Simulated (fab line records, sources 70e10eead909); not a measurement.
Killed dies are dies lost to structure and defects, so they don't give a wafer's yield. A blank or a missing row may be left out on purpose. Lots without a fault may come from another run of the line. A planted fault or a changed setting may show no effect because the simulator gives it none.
Which tool did it? | flow nand_harc | 24 lots, 72 wafers sampled, at 6 steps of a route of 1159

WHAT THE GAUGES READ, wafer by wafer
NHARC_P_M1_INSPECT_27. Usual: raw_defect_count 331, standard deviation 130.
lot  | measured     | on                | raw_defect_count | flag
L074 | day 5 21:53  | defect_inspect-02 | 469 381 511      |
L075 | day 6 11:44  | defect_inspect-02 | 484 253 372      |
L076 | day 6 12:26  | defect_inspect-01 | 421 569 318      |
L077 | day 6 13:24  | defect_inspect-02 | 305 176 236      |
L078 | day 6 23:25  | defect_inspect-01 | 307 155 180      |
L079 | day 7 00:00  | defect_inspect-01 | 396 498 399      |
L080 | day 7 17:11  | defect_inspect-01 | 535 254 522      |
L081 | day 7 18:13  | defect_inspect-02 | 249 237 300      |
L082 | day 8 02:25  | defect_inspect-01 | 459 373 289      |
L083 | day 8 20:22  | defect_inspect-01 | 341 358 240      |
L085 | day 9 04:26  | defect_inspect-02 | 381 328 340      |
L084 | day 9 09:40  | defect_inspect-02 | 242 270 204      |
L088 | day 9 10:13  | defect_inspect-01 | 409 403 221      |
L086 | day 9 11:56  | defect_inspect-01 | 300 295 608      |
L087 | day 9 16:43  | defect_inspect-01 | 168 249 152      |
L089 | day 10 02:16 | defect_inspect-02 | 198 141 265      |
L090 | day 10 03:20 | defect_inspect-01 | 392 482 317      |
L091 | day 10 08:25 | defect_inspect-01 | 469 466 277      |
L093 | day 10 11:13 | defect_inspect-02 | 256 174 181      |
L092 | day 10 13:20 | defect_inspect-01 | 298 317 177      |
L095 | day 11 11:17 | defect_inspect-01 | 261 318 283      |
L094 | day 11 12:05 | defect_inspect-02 | 237 293 160      |
L097 | day 11 14:23 | defect_inspect-01 | 339 263 324      |
L096 | day 11 15:00 | defect_inspect-01 | 215 325 461      |

NHARC_P_M2_THK_MEAS_24: measures by xrf. Usual: thk_nm 144.3 nm, standard deviation 1.7.
lot  | measured     | on            | thk_nm (nm)       | flag
L074 | day 6 02:07  | film_metro-02 | 144.6 144.2 146.9 |
L075 | day 6 15:44  | film_metro-02 | 144.8 143.0 143.5 |
L076 | day 6 16:19  | film_metro-01 | 142.1 144.5 142.1 |
L077 | day 6 17:26  | film_metro-01 | 143.5 143.2 143.5 |
L078 | day 7 03:28  | film_metro-01 | 143.5 148.3 146.2 |
L079 | day 7 03:59  | film_metro-01 | 144.6 144.1 146.3 |
L080 | day 7 21:12  | film_metro-02 | 146.2 146.3 147.0 |
L081 | day 7 22:36  | film_metro-01 | 140.4 144.6 144.8 |
L082 | day 8 06:20  | film_metro-02 | 142.5 143.6 143.7 |
L083 | day 9 00:17  | film_metro-02 | 145.2 145.0 144.5 |
L085 | day 9 08:41  | film_metro-01 | 140.5 139.9 142.5 |
L084 | day 9 13:43  | film_metro-01 | 144.5 145.3 143.6 |
L088 | day 9 14:21  | film_metro-02 | 146.7 144.0 146.2 |
L086 | day 9 15:50  | film_metro-02 | 143.8 147.6 141.5 |
L087 | day 9 20:43  | film_metro-02 | 143.9 146.0 146.1 |
L089 | day 10 06:10 | film_metro-02 | 142.0 142.4 140.2 |
L090 | day 10 07:11 | film_metro-01 | 147.6 145.5 145.6 |
L091 | day 10 12:27 | film_metro-01 | 145.9 145.1 144.2 |
L093 | day 10 15:17 | film_metro-01 | 142.0 142.4 141.0 |
L092 | day 10 17:20 | film_metro-02 | 143.5 143.9 145.5 |
L095 | day 11 15:16 | film_metro-01 | 143.4 143.0 142.7 |
L094 | day 11 16:21 | film_metro-02 | 144.3 145.2 145.6 |
L097 | day 11 18:25 | film_metro-02 | 143.1 143.1 142.0 |
L096 | day 11 19:02 | film_metro-01 | 145.1 143.2 146.8 |

WHICH TOOL RAN EACH LOT (tool, then ch and the chambers of the sampled wafers, then the start)
lot  | NHARC_P_GATE_RTA_80              | NHARC_P_GATE_RTA_82              | NHARC_P_M1_ETCH_35                 | NHARC_P_M1_DEGAS_29
L074 | rtp_anneal-02 ch 0, day 5 07:50  | rtp_anneal-01 ch 0, day 5 08:19  | rie_diel-01 ch 0,2, day 5 19:19    | pvd_sputter-02, day 5 20:15
L075 | rtp_anneal-02 ch 0, day 5 17:12  | rtp_anneal-01 ch 0, day 5 17:40  | rie_diel-06 ch 0,1,3, day 6 09:11  | pvd_sputter-03, day 6 10:11
L076 | rtp_anneal-01 ch 0, day 5 20:56  | rtp_anneal-02 ch 0, day 5 21:23  | rie_diel-06 ch 2,3, day 6 09:49    | pvd_sputter-02, day 6 10:52
L077 | rtp_anneal-02 ch 0, day 5 21:51  | rtp_anneal-02 ch 0, day 5 22:18  | rie_diel-12 ch 2,3, day 6 10:32    | pvd_sputter-01, day 6 11:33
L078 | rtp_anneal-02 ch 0, day 6 09:53  | rtp_anneal-02 ch 0, day 6 10:21  | rie_diel-12 ch 0,2, day 6 20:38    | pvd_sputter-01, day 6 21:38
L079 | rtp_anneal-01 ch 0, day 6 10:33  | rtp_anneal-02 ch 0, day 6 11:01  | rie_diel-12 ch 0,3, day 6 21:26    | pvd_sputter-03, day 6 22:25
L080 | rtp_anneal-01 ch 0, day 7 03:53  | rtp_anneal-02 ch 0, day 7 04:22  | rie_diel-01 ch 0,2, day 7 14:43    | pvd_sputter-02, day 7 15:39
L081 | rtp_anneal-01 ch 0, day 7 04:22  | rtp_anneal-01 ch 0, day 7 04:50  | rie_diel-01 ch 0,2,3, day 7 15:42  | pvd_sputter-02, day 7 16:39
L082 | rtp_anneal-01 ch 0, day 7 10:07  | rtp_anneal-02 ch 0, day 7 10:52  | rie_diel-01 ch 0,1,2, day 7 23:55  | pvd_sputter-03, day 8 00:52
L083 | rtp_anneal-02 ch 0, day 7 20:58  | rtp_anneal-01 ch 0, day 7 21:27  | rie_diel-01 ch 1,2, day 8 17:43    | pvd_sputter-01, day 8 18:48
L085 | rtp_anneal-01 ch 0, day 8 14:52  | rtp_anneal-02 ch 0, day 8 15:19  | rie_diel-12 ch 1,2,3, day 9 01:55  | pvd_sputter-01, day 9 02:50
L084 | rtp_anneal-02 ch 0, day 8 16:08  | rtp_anneal-01 ch 0, day 8 16:36  | rie_diel-01 ch 0,2,3, day 9 07:11  | pvd_sputter-03, day 9 08:07
L088 | rtp_anneal-02 ch 0, day 8 16:41  | rtp_anneal-01 ch 0, day 8 17:09  | rie_diel-06 ch 2,3, day 9 07:23    | pvd_sputter-01, day 9 08:22
L086 | rtp_anneal-02 ch 0, day 8 21:11  | rtp_anneal-02 ch 0, day 8 21:40  | rie_diel-12 ch 0,1,3, day 9 09:28  | pvd_sputter-03, day 9 10:25
L087 | rtp_anneal-01 ch 0, day 8 22:12  | rtp_anneal-02 ch 0, day 8 22:39  | rie_diel-01 ch 0,3, day 9 14:11    | pvd_sputter-01, day 9 15:07
L089 | rtp_anneal-01 ch 0, day 9 06:13  | rtp_anneal-01 ch 0, day 9 06:41  | rie_diel-12 ch 1,2, day 9 23:46    | pvd_sputter-01, day 10 00:43
L090 | rtp_anneal-02 ch 0, day 9 06:48  | rtp_anneal-02 ch 0, day 9 07:17  | rie_diel-12 ch 2,3, day 10 00:50   | pvd_sputter-03, day 10 01:46
L091 | rtp_anneal-02 ch 0, day 9 17:26  | rtp_anneal-01 ch 0, day 9 17:56  | rie_diel-06 ch 0,1,3, day 10 05:56 | pvd_sputter-01, day 10 06:52
L093 | rtp_anneal-02 ch 0, day 9 22:02  | rtp_anneal-01 ch 0, day 9 22:29  | rie_diel-01 ch 1,2,3, day 10 08:44 | pvd_sputter-02, day 10 09:41
L092 | rtp_anneal-01 ch 0, day 10 00:02 | rtp_anneal-02 ch 0, day 10 00:30 | rie_diel-06 ch 0,1, day 10 10:47   | pvd_sputter-03, day 10 11:43
L095 | rtp_anneal-02 ch 0, day 10 12:00 | rtp_anneal-01 ch 0, day 10 12:28 | rie_diel-01 ch 0,1,2, day 11 08:41 | pvd_sputter-02, day 11 09:38
L094 | rtp_anneal-02 ch 0, day 10 12:20 | rtp_anneal-02 ch 0, day 10 13:08 | rie_diel-01 ch 1,2, day 11 09:31   | pvd_sputter-01, day 11 10:27
L097 | rtp_anneal-01 ch 0, day 11 00:17 | rtp_anneal-02 ch 0, day 11 00:44 | rie_diel-12 ch 0,1,3, day 11 11:54 | pvd_sputter-03, day 11 12:50
L096 | rtp_anneal-01 ch 0, day 11 01:02 | rtp_anneal-01 ch 0, day 11 01:29 | rie_diel-12 ch 1,2,3, day 11 12:32 | pvd_sputter-01, day 11 13:27
- NHARC_P_GATE_RTA_80: time 30 s.
- NHARC_P_GATE_RTA_82: time 30 s.
- NHARC_P_M1_ETCH_35: etches the open film in N2/H2, target depth 40 nm, overetch 12 nm, time 43.94 s.
- NHARC_P_M1_DEGAS_29: time 60 s.

WHAT THE TOOLS THEMSELVES READ (means of the sampled wafers that have a number; where no wafer has one, the mark that the record gives instead)
NHARC_P_GATE_RTA_80. Usual: wafer_temp_C_max 301.5, standard deviation 0.34.
lot  | tool          | wafer_temp_C_max | flag
L074 | rtp_anneal-02 | 301.6            |
L075 | rtp_anneal-02 | 301.3            |
L076 | rtp_anneal-01 | 301.3            |
L077 | rtp_anneal-02 | 301.5            |
L078 | rtp_anneal-02 | 301.7            |
L079 | rtp_anneal-01 | 301.5            |
L080 | rtp_anneal-01 | 301.6            |
L081 | rtp_anneal-01 | 301.5            |
L082 | rtp_anneal-01 | 301.7            |
L083 | rtp_anneal-02 | 301.6            |
L085 | rtp_anneal-01 | 301.7            |
L084 | rtp_anneal-02 | 301.2            |
L088 | rtp_anneal-02 | 301.4            |
L086 | rtp_anneal-02 | 301.4            |
L087 | rtp_anneal-01 | 301.4            |
L089 | rtp_anneal-01 | 301.7            |
L090 | rtp_anneal-02 | 301.4            |
L091 | rtp_anneal-02 | 301.3            |
L093 | rtp_anneal-02 | 301.4            |
L092 | rtp_anneal-01 | 301.9            |
L095 | rtp_anneal-02 | 301.6            |
L094 | rtp_anneal-02 | 301.1            |
L097 | rtp_anneal-01 | 301.5            |
L096 | rtp_anneal-01 | 301.7            |

NHARC_P_GATE_RTA_82. Usual: lamp_power_pct 3.7 %, standard deviation 0.37; lamp_zone_6_pct 3.7 %, standard deviation 0.37; lamp_zone_7_pct 3.9 %, standard deviation 0.39; wafer_temp_C_max 452.3, standard deviation 0.45.
lot  | tool          | lamp_power_pct (%) | lamp_zone_6_pct (%) | lamp_zone_7_pct (%) | wafer_temp_C_max | flag
L074 | rtp_anneal-01 | 4.1                | 4.1                 | 4.4                 | 451.9            |
L075 | rtp_anneal-01 | 4.1                | 4.1                 | 4.4                 | 452.2            |
L076 | rtp_anneal-02 | 3.4                | 3.4                 | 3.6                 | 452.3            |
L077 | rtp_anneal-02 | 3.4                | 3.4                 | 3.6                 | 451.9            |
L078 | rtp_anneal-02 | 3.4                | 3.4                 | 3.6                 | 452.1            |
L079 | rtp_anneal-02 | 3.4                | 3.4                 | 3.6                 | 452.2            |
L080 | rtp_anneal-02 | 3.4                | 3.4                 | 3.6                 | 452.6            |
L081 | rtp_anneal-01 | 4.1                | 4.1                 | 4.4                 | 452.0            |
L082 | rtp_anneal-02 | 3.4                | 3.4                 | 3.6                 | 452.0            |
L083 | rtp_anneal-01 | 4.1                | 4.1                 | 4.4                 | 452.2            |
L085 | rtp_anneal-02 | 3.4                | 3.4                 | 3.6                 | 452.1            |
L084 | rtp_anneal-01 | 4.1                | 4.1                 | 4.4                 | 452.5            |
L088 | rtp_anneal-01 | 4.1                | 4.1                 | 4.4                 | 452.0            |
L086 | rtp_anneal-02 | 3.4                | 3.4                 | 3.6                 | 452.2            |
L087 | rtp_anneal-02 | 3.4                | 3.4                 | 3.6                 | 452.5            |
L089 | rtp_anneal-01 | 4.1                | 4.1                 | 4.4                 | 452.2            |
L090 | rtp_anneal-02 | 3.4                | 3.4                 | 3.6                 | 452.4            |
L091 | rtp_anneal-01 | 4.1                | 4.1                 | 4.4                 | 452.7            |
L093 | rtp_anneal-01 | 4.1                | 4.1                 | 4.4                 | 453.2            |
L092 | rtp_anneal-02 | 3.4                | 3.4                 | 3.6                 | 452.0            |
L095 | rtp_anneal-01 | 4.1                | 4.1                 | 4.4                 | 452.1            |
L094 | rtp_anneal-02 | 3.4                | 3.4                 | 3.6                 | 452.4            |
L097 | rtp_anneal-02 | 3.4                | 3.4                 | 3.6                 | 451.9            |
L096 | rtp_anneal-01 | 4.2                | 4.1                 | 4.4                 | 452.7            |

NHARC_P_M1_ETCH_35. Usual: drypump_motor_current_A 5.8 A, standard deviation 0.38; oes_product_au 0.998 a.u., standard deviation 0.015; rf_vpp_V 431.7 V, standard deviation 2.2; showerhead_plenum_p_Torr 2.08 Torr, standard deviation 0.074; throttle_valve_pct 14.172 %, standard deviation 0.0089.
lot  | tool        | drypump_motor_current_A (A) | oes_product_au (a.u.) | rf_vpp_V (V) | showerhead_plenum_p_Torr (Torr) | throttle_valve_pct (%) | flag
L074 | rie_diel-01 | 6.2                         | 1.007                 | 433.5        | 2.15                            | 14.168                 |
L075 | rie_diel-06 | 5.6                         | 0.996                 | 429.4        | 2.04                            | 14.175                 |
L076 | rie_diel-06 | 5.4                         | 1.014                 | 433.2        | 2.11                            | 14.172                 |
L077 | rie_diel-12 | 5.4                         | 0.988                 | 433.2        | 2.12                            | 14.173                 |
L078 | rie_diel-12 | 6.1                         | 1.002                 | 432.9        | 2.14                            | 14.167                 |
L079 | rie_diel-12 | 5.7                         | 0.997                 | 433.4        | 2.17                            | 14.177                 |
L080 | rie_diel-01 | 6.0                         | 1.008                 | 431.4        | 2.09                            | 14.171                 |
L081 | rie_diel-01 | 6.0                         | 0.999                 | 431.9        | 2.09                            | 14.163                 |
L082 | rie_diel-01 | 5.9                         | 0.987                 | 432.3        | 2.10                            | 14.177                 |
L083 | rie_diel-01 | 5.6                         | 0.986                 | 429.4        | 2.05                            | 14.169                 |
L085 | rie_diel-12 | 5.6                         | 0.989                 | 430.7        | 2.06                            | 14.174                 |
L084 | rie_diel-01 | 6.0                         | 1.006                 | 432.4        | 2.09                            | 14.164                 |
L088 | rie_diel-06 | 5.4                         | 1.019                 | 432.9        | 2.11                            | 14.177                 |
L086 | rie_diel-12 | 6.0                         | 1.004                 | 431.7        | 2.11                            | 14.175                 |
L087 | rie_diel-01 | 6.0                         | 0.993                 | 431.0        | 2.09                            | 14.179                 |
L089 | rie_diel-12 | 5.9                         | 1.000                 | 428.7        | 1.99                            | 14.168                 |
L090 | rie_diel-12 | 5.4                         | 0.988                 | 432.0        | 2.08                            | 14.165                 |
L091 | rie_diel-06 | 5.6                         | 1.001                 | 430.7        | 2.04                            | 14.172                 |
L093 | rie_diel-01 | 5.7                         | 0.993                 | 431.0        | 2.04                            | 14.174                 |
L092 | rie_diel-06 | 5.6                         | 0.999                 | 430.9        | 2.06                            | 14.169                 |
L095 | rie_diel-01 | 5.9                         | 0.998                 | 431.6        | 2.09                            | 14.166                 |
L094 | rie_diel-01 | 5.7                         | 0.999                 | 431.3        | 2.04                            | 14.167                 |
L097 | rie_diel-12 | 6.0                         | 1.003                 | 432.3        | 2.11                            | 14.171                 |
L096 | rie_diel-12 | 5.6                         | 1.006                 | 431.9        | 2.06                            | 14.167                 |

NHARC_P_M1_DEGAS_29. Usual: heater_power_w 328 W, standard deviation 20.
lot  | tool           | heater_power_w (W) | flag
L074 | pvd_sputter-02 | 319                |
L075 | pvd_sputter-03 | 334                |
L076 | pvd_sputter-02 | 313                |
L077 | pvd_sputter-01 | 312                |
L078 | pvd_sputter-01 | 320                |
L079 | pvd_sputter-03 | 326                |
L080 | pvd_sputter-02 | 317                |
L081 | pvd_sputter-02 | 313                |
L082 | pvd_sputter-03 | 314                |
L083 | pvd_sputter-01 | 336                |
L085 | pvd_sputter-01 | 339                |
L084 | pvd_sputter-03 | 313                |
L088 | pvd_sputter-01 | 339                |
L086 | pvd_sputter-03 | 318                |
L087 | pvd_sputter-01 | 339                |
L089 | pvd_sputter-01 | 343                |
L090 | pvd_sputter-03 | 328                |
L091 | pvd_sputter-01 | 340                |
L093 | pvd_sputter-02 | 331                |
L092 | pvd_sputter-03 | 317                |
L095 | pvd_sputter-02 | 334                |
L094 | pvd_sputter-01 | 324                |
L097 | pvd_sputter-03 | 342                |
L096 | pvd_sputter-01 | 334                |

THE ANSWER, worked out from the rows above alone
Rule: a lot is off if the mean of its wafers that have a number lies more than 3 standard deviations from the usual mean. A lot without any number at a reading at which 4 lots or more have one is off too. The other lots that the step has rows for count as sound. The gauges are gone through in route order, then the tools' own readings, and for those a lot's mean is taken as printed above. The first step at which some lot is off is used, and at that step the reading that is off furthest; a lot without a number counts as furthest.
No lot is off at any reading shown: from this, nothing can be told.

WHAT THE SIMULATOR HAD PUT IN
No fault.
